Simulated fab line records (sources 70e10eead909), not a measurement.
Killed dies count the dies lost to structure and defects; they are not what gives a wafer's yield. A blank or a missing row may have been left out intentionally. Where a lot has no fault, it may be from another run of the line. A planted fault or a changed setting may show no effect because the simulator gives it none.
The same fault as seen by 2 desks + flow nand-harc + only its own numbers are on each desk; what lay behind them is given at the end

## TOOL OWNER'S DESK, rie-diel-07
The tool's own readings at NHARC_A_CONTACT_ETCH_102 (etches the open film in CF4/O2, target depth 70 nm, overetch 7 nm, time 38.5 s): means of the sampled wafers that have a number, for each lot that ran on this tool. Marked OUT: a lot whose mean sits more than 4 standard deviations from the usual mean, which makes it out of limits; the brackets give that distance. Readings shown: 7 of its 8, picked as those furthest out on some lot.
Columns: A = cf4-flow-sccm at NHARC_A_CONTACT_ETCH_102, usual 80.02 sccm; B = drypump-motor-current-A at NHARC_A_CONTACT_ETCH_102, usual 5.7 A; C = o2-flow-sccm at NHARC_A_CONTACT_ETCH_102, usual 20.01 sccm; D = oes-product-au at NHARC_A_CONTACT_ETCH_102, usual 1.002 a.u.; E = rf-vpp-V at NHARC_A_CONTACT_ETCH_102, usual 197.8 V; F = run-length-s at NHARC_A_CONTACT_ETCH_102, usual 60.0 s; G = throttle-valve-pct at NHARC_A_CONTACT_ETCH_102, usual 13.396 %
| lot  | first seen here | A     | B   | C     | D     | E     | F    | G      |
|------|-----------------|-------|-----|-------|-------|-------|------|--------|
| L340 | day 17 06:50    | 80.38 | 5.4 | 19.97 | 1.006 | 198.8 | 60.2 | 13.388 |
| L347 | day 19 01:03    | 79.93 | 5.8 | 19.99 | 1.002 | 197.6 | 58.6 | 13.395 |
| L350 | day 19 17:43    | 80.21 | 5.5 | 20.04 | 0.995 | 197.8 | 58.6 | 13.392 |
This desk found nothing out of limits on any of the 3 lots.

## THE METROLOGY DESK
Lot by lot, what the gauges showed, no matter which tool ran the lot: averages of those sampled wafers that carry a number. Marked OUT: a lot whose mean sits more than 4 standard deviations from the usual mean, which makes it out of limits; the brackets give that distance.
Columns: A = cd-nm at NHARC_A_CONTACT_CD_MEAS_53, usual 189.5 nm
| lot  | first seen here | A     |
|------|-----------------|-------|
| L339 | day 16 10:02    | 190.0 |
| L338 | day 16 14:05    | 187.8 |
| L340 | day 17 06:32    | 190.4 |
| L347 | day 19 00:45    | 190.4 |
| L350 | day 19 17:00    | 187.2 |
| L355 | day 20 05:22    | 190.2 |
| L354 | day 20 05:53    | 189.8 |
| L360 | day 21 22:56    | 189.7 |
| L358 | day 22 08:14    | 189.0 |
| L361 | day 22 10:09    | 189.4 |
This desk found nothing out of limits on any of the 10 lots.

## PUT TOGETHER
The desk of the tool owner found nothing out of limits.
Nothing out of limits was seen by the metrology desk.

## WHAT WAS PUT IN BY THE SIMULATOR
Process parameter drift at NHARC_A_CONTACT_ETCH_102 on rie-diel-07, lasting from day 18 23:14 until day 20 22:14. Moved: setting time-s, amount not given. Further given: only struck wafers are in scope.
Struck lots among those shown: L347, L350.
